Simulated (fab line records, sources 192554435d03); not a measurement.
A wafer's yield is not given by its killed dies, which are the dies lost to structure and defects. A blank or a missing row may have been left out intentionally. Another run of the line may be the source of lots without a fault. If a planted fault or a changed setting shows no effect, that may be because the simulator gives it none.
What tool caused it? :: flow n5_finfet :: Sampling: 11 lots, 30 wafers, 5 of 1938 route steps

## WHAT EACH GAUGE READ, for each wafer
N5_BEOL_M14_INSPECT_55: inspects for defects (darkfield). Usual: raw_defect_count reads 73 (standard deviation 24).
lot: L799
measured: day 11 23:41
on: defect_inspect-02
raw_defect_count: 49 50 67
flag: 

lot: L803
measured: day 12 17:53
on: defect_inspect-02
raw_defect_count: 79 91 68
flag: 

lot: L802
measured: day 12 18:04
on: defect_inspect-02
raw_defect_count: 60 77 67
flag: 

lot: L804
measured: day 13 08:29
on: defect_inspect-02
raw_defect_count: 62 75 72
flag: 

lot: L809
measured: day 14 04:21
on: defect_inspect-01
raw_defect_count: 853 818
flag: OFF

lot: L810
measured: day 14 09:14
on: defect_inspect-02
raw_defect_count: 869 928 952
flag: OFF

lot: L816
measured: day 16 00:10
on: defect_inspect-01
raw_defect_count: 102 69
flag: 

lot: L815
measured: day 16 02:41
on: defect_inspect-02
raw_defect_count: 114 98 74
flag: 

lot: L818
measured: day 16 14:00
on: defect_inspect-01
raw_defect_count: 68 93 134
flag: 

lot: L822
measured: day 17 17:31
on: defect_inspect-01
raw_defect_count: 110 80 61
flag: 

lot: L821
measured: day 18 16:53
on: defect_inspect-02
raw_defect_count: 68 75
flag: 

N5_BEOL_M15_THK_MEAS_01. Usual: for M15_ILD_THK the level is 1629 nm and the standard deviation is 21.
lot: L799
measured: day 11 23:59
on: film_metro-01
M15_ILD_THK (nm): 1619 1634 1621
flag: 

lot: L803
measured: day 12 18:10
on: film_metro-01
M15_ILD_THK (nm): 1604 1628 1663
flag: 

lot: L802
measured: day 12 18:21
on: film_metro-02
M15_ILD_THK (nm): 1608 1628 1620
flag: 

lot: L804
measured: day 13 08:47
on: film_metro-01
M15_ILD_THK (nm): 1601 1607 1643
flag: 

lot: L809
measured: day 14 04:38
on: film_metro-02
M15_ILD_THK (nm): 1635 1676
flag: 

lot: L810
measured: day 14 09:31
on: film_metro-02
M15_ILD_THK (nm): 1617 1593 1661
flag: 

lot: L816
measured: day 16 00:27
on: film_metro-02
M15_ILD_THK (nm): 1591 1649
flag: 

lot: L815
measured: day 16 02:58
on: film_metro-02
M15_ILD_THK (nm): 1595 1633 1662
flag: 

lot: L818
measured: day 16 14:17
on: film_metro-02
M15_ILD_THK (nm): 1601 1636 1629
flag: 

lot: L822
measured: day 17 17:55
on: film_metro-02
M15_ILD_THK (nm): 1633 1609 1670
flag: 

lot: L821
measured: day 18 17:23
on: film_metro-02
M15_ILD_THK (nm): 1641 1652
flag: 

## WHICH TOOL RAN EACH LOT (tool, then ch and the chambers of the sampled wafers, then the start)
lot: L799
N5_BEOL_M14_ETCH_38: rie_diel-06 ch 0,1,2, day 11 22:27 or earlier
N5_BEOL_M14_SPUTTER_43: pvd_sputter-02, day 11 22:27
N5_BEOL_M14_PRE_CLEAN_52: pecvd-03 ch 1,2, day 11 23:34

lot: L803
N5_BEOL_M14_ETCH_38: rie_diel-01 ch 1,2,3, day 12 16:40 or earlier
N5_BEOL_M14_SPUTTER_43: pvd_sputter-02, day 12 16:40
N5_BEOL_M14_PRE_CLEAN_52: pecvd-01 ch 0,1, day 12 17:46

lot: L802
N5_BEOL_M14_ETCH_38: rie_diel-06 ch 0,1,2, day 12 16:51 or earlier
N5_BEOL_M14_SPUTTER_43: pvd_sputter-03, day 12 16:51
N5_BEOL_M14_PRE_CLEAN_52: pecvd-03 ch 1,2, day 12 17:56

lot: L804
N5_BEOL_M14_ETCH_38: rie_diel-01 ch 0,1, day 13 07:17 or earlier
N5_BEOL_M14_SPUTTER_43: pvd_sputter-02, day 13 07:17
N5_BEOL_M14_PRE_CLEAN_52: pecvd-03 ch 0,1,2, day 13 08:22

lot: L809
N5_BEOL_M14_ETCH_38: rie_diel-06 ch 0, day 14 03:08 or earlier
N5_BEOL_M14_SPUTTER_43: pvd_sputter-01, day 14 03:08
N5_BEOL_M14_PRE_CLEAN_52: pecvd-03 ch 2, day 14 04:14

lot: L810
N5_BEOL_M14_ETCH_38: rie_diel-06 ch 0,1, day 14 08:01 or earlier
N5_BEOL_M14_SPUTTER_43: pvd_sputter-01, day 14 08:01
N5_BEOL_M14_PRE_CLEAN_52: pecvd-03 ch 0,1,2, day 14 09:07

lot: L816
N5_BEOL_M14_ETCH_38: rie_diel-06 ch 0,2, day 15 22:41 or earlier
N5_BEOL_M14_SPUTTER_43: pvd_sputter-01, day 15 22:41
N5_BEOL_M14_PRE_CLEAN_52: pecvd-01 ch 0, day 16 00:03

lot: L815
N5_BEOL_M14_ETCH_38: rie_diel-01 ch 2,3, day 16 01:28 or earlier
N5_BEOL_M14_SPUTTER_43: pvd_sputter-01, day 16 01:28
N5_BEOL_M14_PRE_CLEAN_52: pecvd-04 ch 0,1,2, day 16 02:34

lot: L818
N5_BEOL_M14_ETCH_38: rie_diel-01 ch 0,1,2, day 16 12:47 or earlier
N5_BEOL_M14_SPUTTER_43: pvd_sputter-02, day 16 12:47
N5_BEOL_M14_PRE_CLEAN_52: pecvd-01 ch 0,1, day 16 13:53

lot: L822
N5_BEOL_M14_ETCH_38: rie_diel-01 ch 2,3, day 17 16:05 or earlier
N5_BEOL_M14_SPUTTER_43: pvd_sputter-03, day 17 16:05
N5_BEOL_M14_PRE_CLEAN_52: pecvd-03 ch 0,2, day 17 17:22

lot: L821
N5_BEOL_M14_ETCH_38: rie_diel-06 ch 0,3, day 18 15:41 or earlier
N5_BEOL_M14_SPUTTER_43: pvd_sputter-02, day 18 15:41
N5_BEOL_M14_PRE_CLEAN_52: pecvd-03 ch 0,2, day 18 16:47
- N5_BEOL_M14_ETCH_38: etches SiCN in CF4/N2, target depth 106.5 nm, time 120.6 s.
- N5_BEOL_M14_SPUTTER_43: material TaN, target thk 15 nm, time 24.19 s.
- N5_BEOL_M14_PRE_CLEAN_52: time 15 s.

## WHAT THE TOOLS THEMSELVES READ (means of the sampled wafers that have a number; where no wafer has one, the mark that the record gives instead)
N5_BEOL_M14_ETCH_38. Usual: cf4_flow_sccm 60.00 sccm, standard deviation 0.18; drypump_motor_current_A 5.9 A, standard deviation 0.43; oes_product_au 0.78 a.u., standard deviation 0.094; rf_vpp_V 382.2 V, standard deviation 1.8; showerhead_plenum_p_Torr 2.21 Torr, standard deviation 0.063; throttle_valve_pct 15.51 %, standard deviation 0.16.
lot: L799
tool: rie_diel-06
cf4_flow_sccm (sccm): 60.04
drypump_motor_current_A (A): 5.9
oes_product_au (a.u.): 0.80
rf_vpp_V (V): 383.3
showerhead_plenum_p_Torr (Torr): 2.25
throttle_valve_pct (%): 15.45
flag: 

lot: L803
tool: rie_diel-01
cf4_flow_sccm (sccm): 60.00
drypump_motor_current_A (A): 6.1
oes_product_au (a.u.): 0.86
rf_vpp_V (V): 381.4
showerhead_plenum_p_Torr (Torr): 2.17
throttle_valve_pct (%): 15.46
flag: 

lot: L802
tool: rie_diel-06
cf4_flow_sccm (sccm): 60.14
drypump_motor_current_A (A): 5.9
oes_product_au (a.u.): 0.79
rf_vpp_V (V): 384.0
showerhead_plenum_p_Torr (Torr): 2.24
throttle_valve_pct (%): 15.46
flag: 

lot: L804
tool: rie_diel-01
cf4_flow_sccm (sccm): 59.89
drypump_motor_current_A (A): 6.1
oes_product_au (a.u.): 0.68
rf_vpp_V (V): 381.0
showerhead_plenum_p_Torr (Torr): 2.15
throttle_valve_pct (%): 15.56
flag: 

lot: L809
tool: rie_diel-06
cf4_flow_sccm (sccm): 60.14
drypump_motor_current_A (A): 5.8
oes_product_au (a.u.): 0.74
rf_vpp_V (V): 385.0
showerhead_plenum_p_Torr (Torr): 2.30
throttle_valve_pct (%): 15.59
flag: 

lot: L810
tool: rie_diel-06
cf4_flow_sccm (sccm): 59.73
drypump_motor_current_A (A): 6.0
oes_product_au (a.u.): 0.79
rf_vpp_V (V): 384.4
showerhead_plenum_p_Torr (Torr): 2.28
throttle_valve_pct (%): 15.52
flag: 

lot: L816
tool: rie_diel-06
cf4_flow_sccm (sccm): 60.01
drypump_motor_current_A (A): 5.6
oes_product_au (a.u.): 0.87
rf_vpp_V (V): 382.2
showerhead_plenum_p_Torr (Torr): 2.23
throttle_valve_pct (%): 15.36
flag: 

lot: L815
tool: rie_diel-01
cf4_flow_sccm (sccm): 60.11
drypump_motor_current_A (A): 6.1
oes_product_au (a.u.): 0.89
rf_vpp_V (V): 381.9
showerhead_plenum_p_Torr (Torr): 2.18
throttle_valve_pct (%): 15.44
flag: 

lot: L818
tool: rie_diel-01
cf4_flow_sccm (sccm): 60.01
drypump_motor_current_A (A): 6.2
oes_product_au (a.u.): 0.73
rf_vpp_V (V): 381.6
showerhead_plenum_p_Torr (Torr): 2.19
throttle_valve_pct (%): 15.62
flag: 

lot: L822
tool: rie_diel-01
cf4_flow_sccm (sccm): 60.06
drypump_motor_current_A (A): 6.1
oes_product_au (a.u.): 0.87
rf_vpp_V (V): 381.3
showerhead_plenum_p_Torr (Torr): 2.17
throttle_valve_pct (%): 15.48
flag: 

lot: L821
tool: rie_diel-06
cf4_flow_sccm (sccm): 60.02
drypump_motor_current_A (A): 5.5
oes_product_au (a.u.): 0.73
rf_vpp_V (V): 382.3
showerhead_plenum_p_Torr (Torr): 2.25
throttle_valve_pct (%): 15.63
flag: 

N5_BEOL_M14_SPUTTER_43. Usual: bias_v 168.4 V, standard deviation 1.5; throttle_valve_pct 30.2 %, standard deviation 0.94.
lot: L799
tool: pvd_sputter-02
bias_v (V): 166.9
throttle_valve_pct (%): 30.1
flag: 

lot: L803
tool: pvd_sputter-02
bias_v (V): 168.2
throttle_valve_pct (%): 29.7
flag: 

lot: L802
tool: pvd_sputter-03
bias_v (V): 168.1
throttle_valve_pct (%): 31.0
flag: 

lot: L804
tool: pvd_sputter-02
bias_v (V): 168.4
throttle_valve_pct (%): 29.7
flag: 

lot: L809
tool: pvd_sputter-01
bias_v (V): 168.9
throttle_valve_pct (%): 30.2
flag: 

lot: L810
tool: pvd_sputter-01
bias_v (V): 169.1
throttle_valve_pct (%): 28.8
flag: 

lot: L816
tool: pvd_sputter-01
bias_v (V): 168.4
throttle_valve_pct (%): 29.3
flag: 

lot: L815
tool: pvd_sputter-01
bias_v (V): 168.6
throttle_valve_pct (%): 29.3
flag: 

lot: L818
tool: pvd_sputter-02
bias_v (V): 166.8
throttle_valve_pct (%): 30.1
flag: 

lot: L822
tool: pvd_sputter-03
bias_v (V): 169.8
throttle_valve_pct (%): 31.6
flag: 

lot: L821
tool: pvd_sputter-02
bias_v (V): 166.6
throttle_valve_pct (%): 30.2
flag: 

## THE ANSWER, worked out from the rows above alone
Rule: lot off if the mean of its wafers having a number is beyond 3 standard deviations from the usual mean. Also off: a lot with no number at a reading for which 4 or more lots have one. All remaining lots with rows at the step are treated as sound. The gauges are gone through in route order, then the tools' own readings, and for those a lot's mean is taken as printed above. At the first step where some lot is off, the reading lying furthest off is the one used; lots without a number count as furthest.
Off, at N5_BEOL_M14_INSPECT_55 on raw_defect_count: L809, L810.
If a tool, at a process step before that reading, ran all the lots that are off and no sound lot after the first of them, it fits. Gauges at N5_BEOL_M14_INSPECT_55: tried the same way as those tools. N5_BEOL_M14_ETCH_38 gives no start for some lots, so the hours and the order of its lots are those of N5_BEOL_M14_SPUTTER_43. None of those tried fits.

## WHAT THE SIMULATOR PUT IN
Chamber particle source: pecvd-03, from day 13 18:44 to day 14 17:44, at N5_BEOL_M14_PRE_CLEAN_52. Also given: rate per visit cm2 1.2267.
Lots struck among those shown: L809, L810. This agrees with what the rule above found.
